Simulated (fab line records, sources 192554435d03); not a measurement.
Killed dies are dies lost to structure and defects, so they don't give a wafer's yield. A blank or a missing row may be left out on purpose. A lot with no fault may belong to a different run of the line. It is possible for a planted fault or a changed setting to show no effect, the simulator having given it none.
Matching of chambers | flow n5Finfet | N5_BEOL_M13_CMP_49 on cmp-04 has 4 sister chambers
The step polishes, stops on SiOC, t overpolish 17.1 s, target thk 420 nm. 4 wafers are shown with their chamber, then 10 later ones without.

## WAFERS, EACH WITH ITS CHAMBER
wafer  | chamber | motorCurrentA (A)
L082.2 | 2       | 7.2
L085.5 | 3       | 4.8
L086.1 | 1       | 6.6
L086.2 | 0       | 5.1

## WAFERS WHOSE CHAMBER IS MISSING
wafer  | motorCurrentA (A)
L086.5 | 6.6
L089.2 | 6.5
L089.4 | 6.8
L089.6 | 4.9
L090.1 | 6.9
L090.2 | 4.8
L090.6 | 5.1
L092.1 | 4.9
L092.2 | 6.6
L092.4 | 5.0

## THE CHAMBER EACH PASSED THROUGH
wafer  | from the rows above     | in truth
L086.5 | 1                       | 1
L089.2 | 1                       | 1
L089.4 | can't be placed: 1 or 2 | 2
L089.6 | can't be placed: 3 or 0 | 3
L090.1 | can't be placed: 2 or 1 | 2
L090.2 | 3                       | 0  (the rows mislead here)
L090.6 | 0                       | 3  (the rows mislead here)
L092.1 | can't be placed: 3 or 0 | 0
L092.2 | 1                       | 1
L092.4 | can't be placed: 0 or 3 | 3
3 of 10 placed correctly. Unplaceable from these rows: 5, with the true chamber sitting among the candidates in 5. Placed wrongly: 2.
How it was worked out, from the rows above alone: a wafer's distance from a chamber is the root of the sum, over the readings, of the square of ((its reading less the chamber's mean) divided by the reading's scatter). The wafer belongs to the nearest chamber; if the next one is less than 2 further off, it can't be placed. Each chamber's mean is taken over the wafers shown for it. The scatter: root of mean squared gap, hidden wafer to nearest shown wafer, with one shown wafer a chamber.
